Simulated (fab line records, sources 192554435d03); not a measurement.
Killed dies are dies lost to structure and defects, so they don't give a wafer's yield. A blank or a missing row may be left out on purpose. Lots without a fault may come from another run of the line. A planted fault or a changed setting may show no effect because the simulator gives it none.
Which tool did it? | flow n5_finfet | 9 lots, 27 wafers sampled, at 5 steps of a route of 1938

WHAT THE GAUGES READ, wafer by wafer
N5_SD_EPI_N_CD_MEAS_09: target cd 120 nm.
lot  | measured    | on        | cd_nm (nm)
L223 | day 3 01:05 | cd_sem-01 | 119.2 119.8 119.8
L225 | day 3 16:02 | cd_sem-03 | 120.3 120.3 119.2
L226 | day 3 18:10 | cd_sem-02 | 120.2 119.8 120.7
L227 | day 3 23:52 | cd_sem-03 | 118.9 120.6 120.0
L235 | day 6 02:21 | cd_sem-01 | 122.5 123.0 123.1
L238 | day 6 18:12 | cd_sem-01 | 123.0 121.6 122.1
L240 | day 7 07:46 | cd_sem-03 | 119.7 119.3 120.2
L241 | day 7 16:56 | cd_sem-03 | 120.5 120.5 120.7
L244 | day 8 08:50 | cd_sem-02 | 119.4 119.4 119.6

N5_SD_EPI_N_OVL_MEAS_10.
lot  | measured    | on         | SD_N_BLK_OVL (nm)
L223 | day 3 01:07 | overlay-01 | -0.5 -1.1 -0.9
L225 | day 3 16:04 | overlay-01 | -0.5 -0.6 -0.4
L226 | day 3 18:11 | overlay-01 | 1.4 0.7 1.0
L227 | day 3 23:53 | overlay-01 | 0.4 0.8 0.3
L235 | day 6 02:23 | overlay-02 | 0.5 -0.7 -1.0
L238 | day 6 18:14 | overlay-02 | 0.0 -0.4 0.2
L240 | day 7 07:47 | overlay-01 | 0.0 -0.7 0.0
L241 | day 7 16:58 | overlay-01 | 0.4 -0.1 1.0
L244 | day 8 08:52 | overlay-02 | 0.9 0.0 0.7

N5_BEOL_M4_RC_MEAS_101.
lot  | measured     | on        | DIBL_N (mV/V)  | DIBL_P (mV/V)  | IOFF_N (nA/um) | IOFF_P (nA/um) | ION_N (uA/um) | ION_P (uA/um) | SS_N (mV/dec)  | SS_P (mV/dec)  | VT_N (mV)   | VT_P (mV)
L223 | day 8 10:06  | prober-01 | 36.0 37.1 36.7 | 37.1 37.0 36.6 | 0.17 0.18 0.18 | 0.24 0.23 0.23 | 684 682 669   | 471 464 467   | 71.4 71.3 71.6 | 73.4 73.3 73.3 | 249 248 249 | -247 -248 -247
L225 | day 8 12:48  | prober-01 | 34.3 35.8 36.6 | 33.3 34.4 34.3 | 0.12 0.15 0.15 | 0.16 0.17 0.16 | 668 677 646   | 456 457 440   | 71.9 72.1 72.3 | 72.0 72.7 72.8 | 251 247 252 | -252 -253 -253
L226 | day 8 09:44  | prober-02 | 38.8 37.2 36.9 | 39.1 37.0 35.8 | 0.20 0.16 0.14 | 0.28 0.22 0.21 | 671 664 667   | 463 459 460   | 72.0 71.6 72.1 | 74.1 72.7 73.2 | 246 249 250 | -244 -247 -250
L227 | day 9 03:26  | prober-01 | 39.0 39.3 34.0 | 38.2 38.9 32.5 | 0.22 0.23 0.12 | 0.31 0.33 0.20 | 669 663 657   | 465 463 464   | 72.4 72.1 70.2 | 75.0 74.9 72.8 | 244 244 250 | -240 -241 -246
L235 | day 10 21:58 | prober-02 | 34.8 37.0 32.8 | 35.7 37.5 32.3 | 0.13 0.16 0.10 | 0.19 0.21 0.14 | 672 676 658   | 462 459 451   | 71.4 72.0 71.4 | 73.5 73.7 71.9 | 251 249 255 | -250 -248 -255
L238 | day 12 17:39 | prober-01 | 35.4 35.4 34.2 | 35.2 36.6 32.8 | 0.14 0.16 0.12 | 0.20 0.23 0.17 | 676 674 670   | 469 466 457   | 71.5 71.5 71.4 | 73.1 73.0 72.7 | 252 249 251 | -249 -247 -252
L240 | day 12 18:06 | prober-02 | 34.7 36.5 36.4 | 33.5 35.0 35.7 | 0.13 0.15 0.15 | 0.19 0.22 0.22 | 671 647 658   | 460 448 456   | 71.4 72.0 71.8 | 72.2 72.6 72.8 | 252 251 251 | -249 -247 -247
L241 | day 12 10:33 | prober-01 | 37.5 34.2 33.3 | 38.7 34.3 33.9 | 0.19 0.12 0.11 | 0.21 0.15 0.14 | 678 670 655   | 456 455 443   | 72.3 71.8 71.4 | 73.8 73.0 72.8 | 251 255 255 | -252 -259 -259
L244 | day 13 10:17 | prober-01 | 37.4 35.4 34.9 | 37.8 36.2 35.6 | 0.17 0.14 0.13 | 0.21 0.18 0.17 | 682 659 657   | 463 457 461   | 72.0 71.1 71.0 | 74.5 73.8 73.4 | 251 254 253 | -251 -253 -256

WHICH TOOL RAN EACH LOT (tool, then ch and the chambers of the sampled wafers, then the start)
lot  | N5_DUMMY_GATE_STRIP_48            | N5_SD_EPI_N_ETCH_34
L223 | rie_diel-06 ch 0,1,2, day 2 23:54 | rie_diel-03 ch 0,1,2, day 3 01:16
L225 | rie_diel-01 ch 2,3, day 3 14:51   | rie_diel-02 ch 2,3, day 3 16:20
L226 | rie_diel-05 ch 0,2,3, day 3 16:58 | rie_diel-04 ch 0,1,3, day 3 18:35
L227 | rie_diel-01 ch 1,2,3, day 3 22:38 | rie_diel-03 ch 0,2,3, day 3 23:59
L235 | rie_diel-01 ch 1,2,3, day 6 01:10 | rie_diel-03 ch 2,3, day 6 03:02
L238 | rie_diel-05 ch 0,2,3, day 6 17:01 | rie_diel-03 ch 0,2, day 6 18:20
L240 | rie_diel-05 ch 1,2, day 7 06:34   | rie_diel-03 ch 1,2,3, day 7 07:53
L241 | rie_diel-05 ch 0,1,3, day 7 15:52 | rie_diel-03 ch 1,3, day 7 17:03
L244 | rie_diel-05 ch 0,2,3, day 8 07:22 | rie_diel-04 ch 0,1, day 8 09:01
- N5_DUMMY_GATE_STRIP_48: strips in N2/H2, time 20 s.
- N5_SD_EPI_N_ETCH_34: etches SiARC in CF4, target depth 45.5 nm, time 75.8 s.

WHAT THE TOOLS THEMSELVES READ (means of the sampled wafers that have a number; where no wafer has one, the mark that the record gives instead)
N5_DUMMY_GATE_STRIP_48.
lot  | tool        | drypump_motor_current_A (A) | oes_product_au (a.u.) | rf_vpp_V (V) | showerhead_plenum_p_Torr (Torr) | throttle_valve_pct (%)
L223 | rie_diel-06 | 5.5                         | 0.78                  | 44.7         | 3.30                            | 12.26
L225 | rie_diel-01 | 5.5                         | 0.72                  | 45.5         | 3.44                            | 12.40
L226 | rie_diel-05 | 6.3                         | 0.71                  | 45.8         | 3.32                            | 12.36
L227 | rie_diel-01 | 5.7                         | 0.72                  | 44.4         | 3.38                            | 12.41
L235 | rie_diel-01 | 5.6                         | 0.71                  | 44.7         | 3.38                            | 12.45
L238 | rie_diel-05 | 6.3                         | 0.69                  | 44.5         | 3.30                            | 12.42
L240 | rie_diel-05 | 6.1                         | 0.73                  | 45.2         | 3.31                            | 12.05
L241 | rie_diel-05 | 6.2                         | 0.71                  | 45.3         | 3.36                            | 12.47
L244 | rie_diel-05 | 6.3                         | 0.70                  | 43.7         | 3.30                            | 12.45

N5_SD_EPI_N_ETCH_34.
lot  | tool        | drypump_motor_current_A (A) | etch_rf_on_time_s (s) | oes_product_au (a.u.) | rf_vpp_V (V) | showerhead_plenum_p_Torr (Torr) | throttle_valve_pct (%)
L223 | rie_diel-03 | 5.6                         | 77.9                  | 0.60                  | 183.4        | 2.15                            | 15.82
L225 | rie_diel-02 | 6.2                         | 76.8                  | 0.64                  | 183.8        | 2.17                            | 15.42
L226 | rie_diel-04 | 5.6                         | 75.7                  | 0.67                  | 183.8        | 2.13                            | 15.50
L227 | rie_diel-03 | 5.6                         | 76.8                  | 0.66                  | 184.3        | 2.14                            | 15.70
L235 | rie_diel-03 | 5.7                         | 76.4                  | 0.70                  | 183.8        | 2.15                            | 15.61
L238 | rie_diel-03 | 5.5                         | 77.6                  | 0.58                  | 183.5        | 2.11                            | 15.87
L240 | rie_diel-03 | 5.7                         | 74.8                  | 0.71                  | 183.7        | 2.15                            | 15.61
L241 | rie_diel-03 | 6.2                         | 76.6                  | 0.76                  | 184.4        | 2.18                            | 15.45
L244 | rie_diel-04 | 5.6                         | 76.0                  | 0.68                  | 184.7        | 2.24                            | 15.46

THE ANSWER, worked out from the rows above alone
Rule: what is usual is taken from the lots themselves. Put in order of their means at a reading, lots are off if they are a third of the lots or fewer, leave a main group of 4 or more, and stand apart from it by a gap of 3 or more times the standard deviation of the main group's means; of several such gaps the widest counts. A main group whose means are all the same, to the digits that the tables above print for the reading, isn't used. A lot without any number at a reading at which 4 lots or more have one is off too. The other lots that the step has rows for count as sound. The gauges are gone through in route order, then the tools' own readings, and for those a lot's mean is taken as printed above. The first step at which some lot is off is used, and at that step the reading that is off furthest; a lot without a number counts as furthest.
Off: L235, L238, at N5_SD_EPI_N_CD_MEAS_09 (cd_nm). The main group: mean 119.9 nm, standard deviation 0.35.
A tool fits if, at a process step before that reading, it ran every lot that is off, and no sound lot after the first of them. The gauges at N5_SD_EPI_N_CD_MEAS_09 are tried like those tools. One fits: cd_sem-01 at N5_SD_EPI_N_CD_MEAS_09. Its last sound lot is L223 (day 3 01:05), its first lot that is off L235 (day 6 02:21): a fault that began between those two fits.

WHAT THE SIMULATOR HAD PUT IN
Metrology matching offset: cd_sem-01, from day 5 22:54 on, at N5_SD_EPI_N_CD_MEAS_09. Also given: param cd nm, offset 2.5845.
Lots struck among those shown: L235, L238. The rule above found the same.
